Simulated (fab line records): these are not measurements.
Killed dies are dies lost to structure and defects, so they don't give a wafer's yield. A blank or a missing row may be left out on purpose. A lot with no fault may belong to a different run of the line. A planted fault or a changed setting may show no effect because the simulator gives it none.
fab line records -- flow n5-finfet
record: lots: 4, wafers: 12, last-day: 15
route steps=1938 shown BEOL_M4@1099 BEOL_M5@1112 BEOL_M9@1462 PASSIVATION@1936
lots that met no fault: from a run of the same line without faults
start-h: hours from the record's first day to the start of the lot's first wafer shown -- wait-h: time in hours since the lot's previous step -- " the same as in the row above -- L1.1+2: a single row standing in for several wafers -- - no value, or no start was given -- * or withheld: withheld -- < > ~ a bound
route shown NAME@n: a module of which the file shows steps, and the number in the route of the first -- usual: average and standard deviation across the fault-free wafers -- same: alike in all rows -- chamber/n: place in a boat -- sites: per-site readings -- _std_site: the values' standard deviation -- _edge_site: mean of outer sites minus mean of inner sites -- radius-mm: how far each site lies from the wafer's centre -- mask NAME#n: copy n -- behind: the last tool/chamber to shape the wafer -- hold: why the lot was held/for how many hours/how that ended -- device: the n, p or np transistor that did not switch -- end of line: the tests these same wafers got at the end of their route -- a step without rows: its recipe alone -- killed: dies lost to structure and defects at the first sort, not the wafer's yield -- map: dies across one wafer; x = killed, . = not, _ = none there
set.NAME: the setting the step ran with; set.NAME@STEP: the setting that earlier step ran with -- model.NAME: the simulator's own value behind a step, which no gauge read
lots at selected steps of the route; one table per step, one row per wafer
services: a tool's chamber out of use, with start hour (start-h, from the record's first day; less than 0 if before it), hours out, and reason
== steps ==
step: N5_BEOL_M4_ANNEAL_95
recipe: temp-c: 400, time-s: 240, ambient: vacuum
step: N5_BEOL_M4_SPUTTER_96
recipe: material: Cu, target-thk-a: 45, temp-c: -20, chamber-pressure-pa: 0.07, power-w: withheld, time-s: 8.29
step: N5_BEOL_M4_ECD_50
recipe: material: Cu, target-thk-a: 3000
step: N5_BEOL_M4_ANNEAL_51
recipe: temp-c: 225, time-s: 90, ambient: N2
step: N5_BEOL_M4_CMP_52
recipe: stop-on: SiOC, t-overpolish-s: 6.8, down-force-psi: 1, platen-rpm: 50, clearing-platen-down-force-psi: 1.5, clearing-platen-rpm: 50, post-cmp-clean: cu-alkaline, target-thk-nm: 40, clearing-platen-pad-velocity-m-s: 0.99484, pad-velocity-m-s: 0.99484
step: N5_BEOL_M4_PRE_CLEAN_60
recipe: gas: NH3/H2, time-s: 15, temp-c: *, rf-power-w: 300
step: N5_BEOL_M4_CO_CAP_55
recipe: material: Co, target-thk-a: 20, temp-c: 200, precursor: CCTBA/H2, pressure-torr: 30, time-s: 102.1
step: N5_BEOL_M4_PRE_CLEAN_56
recipe: gas: NH3, time-s: 15, temp-c: withheld, rf-power-w: 300
step: N5_BEOL_M4_DEP_57
recipe: material: SiCN, target-thk-a: 80, temp-c: withheld, precursor: 3MS/NH3, pressure-torr: 3, rf-w: 202, time-s: 14
step: N5_BEOL_M4_RC_MEAS_101
usual: DIBL_N: 36.4/2, DIBL_P: 36.1/2.5, IOFF_N: 0.16/0.037, IOFF_P: 0.20/0.038, ION_N: 670/13, ION_P: 459/8.3, SS_N: 71.6/0.69, SS_P: 73.3/0.72, VT_N: 250/3.4, VT_P: -251/3.1
lot.wafer,tool,chamber,start-h,wait-h,DIBL_N[mV/V],DIBL_P[mV/V],IOFF_N[nA/um],IOFF_P[nA/um],ION_N[uA/um],ION_P[uA/um],SS_N[mV/dec],SS_P[mV/dec],VT_N[mV],VT_P[mV]
L475.2,prober-01,0,174.82,0.2,36.5,37.0,0.17,0.21,687,465,71.8,74.3,250,-251
L475.3,prober-01,0,174.82,0.2,35.1,34.5,0.13,0.18,643,447,71.2,73.2,250,-249
L475.5,prober-01,0,174.82,0.2,38.5,39.5,0.19,0.28,653,455,71.9,74.8,249,-248
L478.2,prober-01,0,195.90,0.2,36.9,35.3,0.16,0.17,675,452,71.8,72.8,252,-255
L478.3,prober-01,0,195.90,0.2,35.1,34.6,0.14,0.17,664,454,71.5,73.3,250,-253
L478.5,prober-01,0,195.90,0.2,36.0,35.1,0.15,0.17,661,444,71.8,73.1,250,-255
L480.1,prober-01,0,200.67,0.0,34.9,34.5,0.13,0.19,665,464,71.3,72.3,254,-249
L480.3,prober-01,0,200.67,0.0,33.9,33.5,0.12,0.17,656,454,71.4,72.4,254,-254
L480.5,prober-01,0,200.67,0.0,37.8,38.2,0.18,0.24,683,466,71.5,74.0,249,-250
L486.4,prober-02,0,247.03,0.5,35.8,36.1,0.16,0.19,674,453,71.4,73.7,249,-252
L486.5,prober-02,0,247.03,0.5,33.7,32.2,0.11,0.14,645,445,71.9,72.4,258,-258
L486.6,prober-02,0,247.03,0.5,37.3,38.0,0.18,0.22,681,461,73.0,73.8,247,-250
step: N5_BEOL_M5_ILD_DEP_00
recipe: material: SiCOH_lowk, target-thk-a: 1406.4, temp-c: 300, precursor: DEMS/porogen, pressure-torr: 5, rf-w: 500, time-s: 25.9
step: N5_BEOL_M5_CURE_79
recipe: temp-c: 385, time-s: 240, ambient: He/Ar, material: SiCOH_lowk
step: N5_BEOL_M5_PECVD_70
recipe: material: SiO2, target-thk-a: 160, temp-c: 400, precursor: TEOS/O2, pressure-torr: 5.5, rf-w: 450, teos-flow-sccm: 53.8, gas: O2, flow-sccm: 3000, time-s: 18
step: N5_BEOL_M5_HM_DEP_02
recipe: material: TiN, target-thk-a: 200, temp-c: 25, chamber-pressure-pa: 0.49996
step: N5_BEOL_M5_COAT_59
recipe: resist: SOC, temp-c: 250, time-s: 60, spin-rpm: 1500, resist-thk-nm: 60
step: N5_BEOL_M5_COAT_60
recipe: resist: SiARC, temp-c: 220, time-s: 60, spin-rpm: 1500, resist-thk-nm: 12
step: N5_BEOL_M5_COAT_71
recipe: resist: underlayer, temp-c: 205, time-s: 60, spin-rpm: 1500, resist-thk-nm: 5
step: N5_BEOL_M5_COAT_05
recipe: resist: CAR-EUV, spin-rpm: 1500, resist-thk-nm: 30
step: N5_BEOL_M5_EBR_07
recipe: solvent: PGMEA, ebr-width-mm: 1.5
step: N5_BEOL_M5_SOFTBAKE_06
recipe: temp-c: 110, time-s: 60, resist: CAR-EUV
step: N5_BEOL_M5_EXPOSE_08
recipe: mask-id: M5, na: 0.33, source-shape: annular, sigma-inner: 0.4, sigma-outer: 0.8, polarization: unpolarized, target-cd-nm: 28, dose-mj: 35.75
step: N5_BEOL_M5_PEB_09
recipe: peb-temp-c: 100, peb-time-s: 60, resist: CAR-EUV
step: N5_BEOL_M5_DEVELOP_10
recipe: develop-time-s: 30, developer: TMAH, resist: CAR-EUV, rinse-liquid: surfactant-rinse, dry: air-spin, dev-temp-c: 23
step: N5_BEOL_M5_DESCUM_16
recipe: chemistry: O2, time-s: 7, source-power-w: 50, bias-power-w: 20, pressure-mtorr: 20, rf-frequency-hz: 2.712e+07, temp-c: 40, resist: CAR-EUV, o2-flow-sccm: 225
step: N5_BEOL_M5_ETCH_72
recipe: chemistry: N2/H2, target: underlayer, target-depth-a: 65, mask-material: CAR-EUV, time-s: 5.2, ion-energy-ev: 200, pressure-mtorr: 30, source-w: 840, bias-w: 150, n2-flow-sccm: 200, h2-flow-sccm: 200, ends: cleared
step: N5_BEOL_M5_ETCH_61
recipe: chemistry: CF4, target: SiARC, target-depth-a: 156, mask-material: CAR-EUV, time-s: 26, ion-energy-ev: 80, pressure-mtorr: 40, source-w: 545, bias-w: 36, Ar_flow_sccm: 100, cf4-flow-sccm: 100, ends: cleared
step: N5_BEOL_M5_ETCH_62
recipe: chemistry: N2/H2, target: SOC, target-depth-a: 750, overetch-a: 150, mask-material: SiARC, temp-c: 40, time-s: 112.5, ion-energy-ev: 200, pressure-mtorr: 30, source-w: 840, bias-w: 150, n2-flow-sccm: 200, h2-flow-sccm: 200
step: N5_BEOL_M5_STRIP_63
recipe: chemistry: N2/H2, temp-c: 40, n2-flow-sccm: 200, h2-flow-sccm: 200, rf-frequency-hz: 6e+07
step: N5_BEOL_M5_STRIP_73
recipe: chemistry: N2/H2, temp-c: 40, n2-flow-sccm: 200, h2-flow-sccm: 200, rf-frequency-hz: 6e+07
step: N5_BEOL_M5_STRIP_64
recipe: chemistry: CF4, resist: SiARC, power-w: 300, bias-power-w: 75, pressure-mtorr: 50, cf4-flow-sccm: 150, rf-frequency-hz: 6e+07
step: N5_BEOL_M5_HM_OPEN_17
recipe: chemistry: Cl2/BCl3, target-depth-a: 200, overetch-a: 60, target: TiN, mask-material: SOC, ion-energy-ev: 150, pressure-mtorr: 10, icp-w: 1000, bias-w: 126, Cl2_flow_sccm: 53.25, bcl3-flow-sccm: 21.75, Ar_flow_sccm: 25
step: N5_BEOL_M5_STRIP_19
recipe: chemistry: O2, power-w: 400, temp-c: 40, pressure-mtorr: 30, rf-frequency-hz: 6e+07, bias-power-w: 0, overash-fraction: 0.2, o2-flow-sccm: 225
step: N5_BEOL_M5_COAT_65
recipe: resist: SOC, temp-c: 250, time-s: 60, spin-rpm: 1500, resist-thk-nm: 60
step: N5_BEOL_M5_COAT_66
recipe: resist: SiARC, temp-c: 220, time-s: 60, spin-rpm: 1500, resist-thk-nm: 12
step: N5_BEOL_M9_ECD_50
recipe: material: Cu, target-thk-a: 3180
lot.wafer,tool,chamber,start-h,wait-h
L475.2+3+5,ecd-cu-02,"0,0,1",212.29,0.1
L478.2+3+5,ecd-cu-02,"0,0,1",239.52,0.1
L480.1+3+5,ecd-cu-01,"1,0,0",241.28,0.1
L486.4+5+6,ecd-cu-01,"0,0,1",290.14,0.1
step: N5_BEOL_M9_CMP_52
recipe: stop-on: SiCOH_lowk, t-overpolish-s: 7, down-force-psi: 1, platen-rpm: 50, clearing-platen-down-force-psi: 1.5, clearing-platen-rpm: 50, post-cmp-clean: cu-alkaline, target-thk-nm: 140, clearing-platen-pad-velocity-m-s: 0.99484, pad-velocity-m-s: 0.99484
usual: clearing-platen-rpm: 50.000/0.025, edge-zone-pressure-frac: 0.999/0.0053, motor-current-A: 6.0/0.73, time-to-endpoint-s: 65/4.2
lot.wafer,tool,chamber,start-h,wait-h,clearing-platen-rpm,edge-zone-pressure-frac,motor-current-A,time-to-endpoint-s
L475.3,cmp-04,1,212.70,0.2,50.032,0.999,5.7,70
L475.2,cmp-04,3,212.70,0.2,49.922,0.985,6.0,57
L475.5,cmp-04,1,212.70,0.2,50.026,1.004,5.8,68
L478.3,cmp-02,2,239.98,0.2,50.005,0.990,4.6,3
L478.2,cmp-02,0,239.98,0.2,49.992,1.005,5.9,4
L478.5,cmp-02,1,239.98,0.2,50.013,1.002,6.9,4
L480.1,cmp-02,2,242.86,0.3,50.020,0.993,4.9,2
L480.3,cmp-02,0,242.86,0.3,49.965,0.999,5.4,6
L480.5,cmp-02,2,242.86,0.3,49.964,0.996,4.7,5
L486.4,cmp-02,2,290.67,0.2,50.025,1.005,4.9,64
L486.6,cmp-02,0,290.67,0.2,49.964,1.005,5.5,71
L486.5,cmp-02,1,290.67,0.2,50.020,1.002,7.3,68
step: N5_PASSIVATION_PROBE_49
usual: defect-limited-yield: 91.2/1.6, killed_at_M0_to_M3: 34/11, killed_at_M4_up: 13/5.2, killed-at-contacts: 13/6.3, killed-at-front-end: 40/14, killed-at-other: 3.2/2.4, killed-dies: 104/19, killed-on-rim: 14/4.2, killed-open: 69/14, killed-short: 32/7.5, sort_bin_5_function: 5.3/1.1, sort_bin_6_memory: 3.2/0.73, sort_bin_8_speed: 0.01/0.038, sort-n-pass: 1076/19, sort-yield-pct: 91.2/1.6
same: gross-dies: 1180, killed-at-back-side: 0, sort_bin_4_leakage[%]: 0
lot.wafer,tool,chamber,start-h,wait-h,defect-limited-yield[%],killed_at_M0_to_M3,killed_at_M4_up,killed-at-contacts,killed-at-front-end,killed-at-other,killed-dies,killed-on-rim,killed-open,killed-short,sort_bin_5_function[%],sort_bin_6_memory[%],sort_bin_8_speed[%],sort-n-pass,sort-yield-pct[%]
L475.2,prober-02,-,264.20,0.1,89.9,27,17,22,46,7,119,9,80,35,6.0,3.6,0,1061,89.9
L475.3,prober-02,-,264.25,0.1,93.1,21,11,6,40,3,81,8,54,23,3.7,3.1,0.25,1096,92.9
L475.5,prober-02,-,264.35,0.2,95.1,17,10,11,19,1,58,5,40,17,3.2,1.6,0,1122,95.1
L478.2,prober-02,-,292.68,0.1,0,29,1093,9,47,2,1180,152,72,20,96.5,3.1,0,0,0
L478.3,prober-02,-,292.73,0.1,0,20,1124,2,32,2,1180,152,49,21,97.5,2.4,0,0,0
L478.5,prober-02,-,292.83,0.2,0,27,1061,9,79,4,1180,152,73,51,96.9,2.5,0,0,0
L486.4,prober-02,-,349.87,0.2,91.4,37,15,18,27,5,102,17,70,27,5.5,2.9,0,1078,91.4
L486.5,prober-02,-,349.92,0.2,92.4,27,13,18,29,3,90,14,63,27,3.9,3.6,0,1090,92.4
L486.6,prober-02,-,349.97,0.3,93.8,18,6,11,36,2,73,5,48,23,4.1,1.9,0,1107,93.8
killed by level:class
L475.2 MOL_CONTACT_COAG:geometric-particle:open=15 FIN_SAQP:geometric-particle:open=14 STI_FIN_REVEAL:geometric-particle:open=11 BEOL_M2:geometric-particle:open=8 BEOL_M4:geometric-particle:open=7 MOL_CONTACT_COAG:geometric-particle:short=6 FIN_SAQP:geometric-particle:short=5 DUMMY_GATE:geometric-particle:open=5
L475.3 FIN_SAQP:geometric-particle:open=11 FIN_SAQP:geometric-particle:short=7 STI_FIN_REVEAL:geometric-particle:open=7 MOL_CONTACT_COAG:geometric-particle:open=6 BEOL_M0_SAQP:geometric-particle:open=6 BEOL_M0:geometric-particle:open=6 BEOL_M0_SAQP:geometric-particle:short=4 STARTING-WAFER:geometric-particle:short=4
L475.5 MOL_CONTACT_COAG:geometric-particle:open=8 BEOL_M0_SAQP:geometric-particle:open=5 BEOL_M3:geometric-particle:open=4 STI_FIN_REVEAL:geometric-particle:open=3 GATE_CUT:geometric-particle:open=3 BEOL_M5:geometric-particle:open=3 BEOL_M2:geometric-particle:short=3 FIN_SAQP:geometric-particle:open=2
L478.2 BEOL_M9:area-ecd=1087 FIN_SAQP:geometric-particle:open=13 STI_FIN_REVEAL:geometric-particle:open=10 BEOL_M1:geometric-particle:open=10 BEOL_M3:geometric-particle:open=9 MOL_CONTACT_COAG:geometric-particle:open=8 FIN_SAQP:geometric-particle:short=6 BEOL_M0_SAQP:geometric-particle:open=5
L478.3 BEOL_M9:area-ecd=1109 FIN_SAQP:geometric-particle:short=7 BEOL_M1:geometric-particle:open=7 FIN_SAQP:geometric-particle:open=5 BEOL_M5:geometric-particle:open=5 STI_FIN_REVEAL:geometric-particle:open=4 BEOL_M3:geometric-particle:open=4 BEOL_M4:geometric-particle:open=4
L478.5 BEOL_M9:area-ecd=1054 FIN_SAQP:geometric-particle:open=21 FIN_SAQP:geometric-particle:short=18 ILD0:geometric-particle:short=9 BEOL_M0_SAQP:geometric-particle:open=8 DUMMY_GATE:geometric-particle:open=7 MOL_CONTACT_COAG:geometric-particle:open=7 BEOL_M0_SAQP:geometric-particle:short=7
L486.4 MOL_CONTACT_COAG:geometric-particle:open=14 BEOL_M2:geometric-particle:open=10 FIN_SAQP:geometric-particle:open=9 BEOL_M4:geometric-particle:open=7 BEOL_M1:geometric-particle:open=6 BEOL_M0_SAQP:geometric-particle:short=5 STI_FIN_REVEAL:geometric-particle:open=4 BEOL_M0_SAQP:geometric-particle:open=4
L486.5 MOL_CONTACT_COAG:geometric-particle:open=17 BEOL_M2:geometric-particle:open=8 BEOL_M4:geometric-particle:open=8 BEOL_M0_SAQP:geometric-particle:open=6 STI_FIN_REVEAL:geometric-particle:open=4 STI_FIN_REVEAL:geometric-particle:short=4 ILD0:geometric-particle:short=4 GATE_CUT:geometric-particle:short=4
L486.6 MOL_CONTACT_COAG:geometric-particle:open=8 BEOL_M2:geometric-particle:open=7 FIN_SAQP:geometric-particle:open=5 FIN_SAQP:geometric-particle:short=4 STI_FIN_REVEAL:geometric-particle:open=4 DUMMY_GATE:geometric-particle:open=4 BEOL_M3:geometric-particle:open=4 STARTING-WAFER:geometric-particle:short=4
map L478.2 (x killed, . not)
_________________xxxxxxxxxxxx________________
______________xxxxxxxxxxxxxxxxxx_____________
___________xxxxxxxxxxxxxxxxxxxxxxxx__________
__________xxxxxxxxxxxxxxxxxxxxxxxxxx_________
________xxxxxxxxxxxxxxxxxxxxxxxxxxxxxx_______
_______xxxxxxxxxxxxxxxxxxxxxxxxxxxxxxxx______
______xxxxxxxxxxxxxxxxxxxxxxxxxxxxxxxxxx_____
_____xxxxxxxxxxxxxxxxxxxxxxxxxxxxxxxxxxxx____
____xxxxxxxxxxxxxxxxxxxxxxxxxxxxxxxxxxxxxx___
___xxxxxxxxxxxxxxxxxxxxxxxxxxxxxxxxxxxxxxxx__
___xxxxxxxxxxxxxxxxxxxxxxxxxxxxxxxxxxxxxxxx__
__xxxxxxxxxxxxxxxxxxxxxxxxxxxxxxxxxxxxxxxxxx_
__xxxxxxxxxxxxxxxxxxxxxxxxxxxxxxxxxxxxxxxxxx_
_xxxxxxxxxxxxxxxxxxxxxxxxxxxxxxxxxxxxxxxxxxxx
_xxxxxxxxxxxxxxxxxxxxxxxxxxxxxxxxxxxxxxxxxxxx
_xxxxxxxxxxxxxxxxxxxxxxxxxxxxxxxxxxxxxxxxxxxx
_xxxxxxxxxxxxxxxxxxxxxxxxxxxxxxxxxxxxxxxxxxxx
_xxxxxxxxxxxxxxxxxxxxxxxxxxxxxxxxxxxxxxxxxxxx
_xxxxxxxxxxxxxxxxxxxxxxxxxxxxxxxxxxxxxxxxxxxx
_xxxxxxxxxxxxxxxxxxxxxxxxxxxxxxxxxxxxxxxxxxxx
_xxxxxxxxxxxxxxxxxxxxxxxxxxxxxxxxxxxxxxxxxxxx
__xxxxxxxxxxxxxxxxxxxxxxxxxxxxxxxxxxxxxxxxxx_
__xxxxxxxxxxxxxxxxxxxxxxxxxxxxxxxxxxxxxxxxxx_
___xxxxxxxxxxxxxxxxxxxxxxxxxxxxxxxxxxxxxxxx__
___xxxxxxxxxxxxxxxxxxxxxxxxxxxxxxxxxxxxxxxx__
____xxxxxxxxxxxxxxxxxxxxxxxxxxxxxxxxxxxxxx___
_____xxxxxxxxxxxxxxxxxxxxxxxxxxxxxxxxxxxx____
______xxxxxxxxxxxxxxxxxxxxxxxxxxxxxxxxxx_____
_______xxxxxxxxxxxxxxxxxxxxxxxxxxxxxxxx______
________xxxxxxxxxxxxxxxxxxxxxxxxxxxxxx_______
__________xxxxxxxxxxxxxxxxxxxxxxxxxx_________
___________xxxxxxxxxxxxxxxxxxxxxxxx__________
______________xxxxxxxxxxxxxxxxxx_____________
_________________xxxxxxxxxxxx________________
map L475.2 (x killed, . not)
_________________............________________
______________...........x......_____________
___________................x......x__________
__________.............xx....x...x.._________
________.x.xx........................._______
_______..............xx..........x.....______
______.....xx...x.......x...x......x...._____
_____x................x....x.............____
____x........xx.x...........x.............___
___............................x.....x.....__
___.x.....x.............................x..__
__............x.......x....................._
__........x.....x......xx.........x......x.._
_................x...........................
_....x...........x...........................
_....xx............x............x..x.....x...
_..........x...............x....x............
_..x.x.x...x......x.....xx.....x.............
_.....x...x..x.....x...........x..x..........
_..............x..xx...........x.............
_................x......x..............x..x..
__.....................x.......x............_
__..x.........x............xx...........x..._
___x.................x...x.................__
___....x...x................x......xxx.....__
____.....................x................___
_____..x..x...x.........x....x...........____
______...x.x.....x.....xx..............._____
_______...x......x...x.................______
________.....x......x......x........x._______
__________.............x.....x...x.._________
___________......x..xx.......x.....__________
______________.........x........_____________
_________________.x..x....x..________________
== services ==
tool,chamber,start-h,hours,kind
cmp-04,-,189.72,1.3,repair
cmp-04,-,206.44,1.8,repair
cmp-04,-,243.09,7.8,pm
cmp-04,-,254.72,11.9,pm
cmp-02,-,271.79,4.5,repair
== key ==
first-sign: step: N5_BEOL_M9_CMP_52, reading: time-to-endpoint-s, direction: down, sigmas: 15, usual: *, struck: *
effect: step: N5_PASSIVATION_PROBE_49, reading: killed_at_M4_up, direction: up, sigmas: 99+, usual: 13, struck: 1093
more-kills-born-at: N5_BEOL_M9_ECD_50@ecd-cu-02: 3250
met-at N5_BEOL_M9_ECD_50
struck-wafers L478.2,L478.3,L478.5,L480.1,L480.3,L480.5
rows-end L480.1,L480.3,L480.5
later-rows-left-out L478.2,L478.3,L478.5
onset-between 212.29 239.52
fault: kind: skipped-step-whole, tool: ecd-cu-01,ecd-cu-02, chamber: -, onset-h: 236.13, steps: N5_BEOL_M9_ECD_50, scope: struck-lots-only
later-rows-left-out: the simulator's readings of these wafers behind a module that went badly wrong aren't trusted and aren't shown, but for the sort
rows-end: these wafers met a further fault down the route, and their rows from its step on are left out
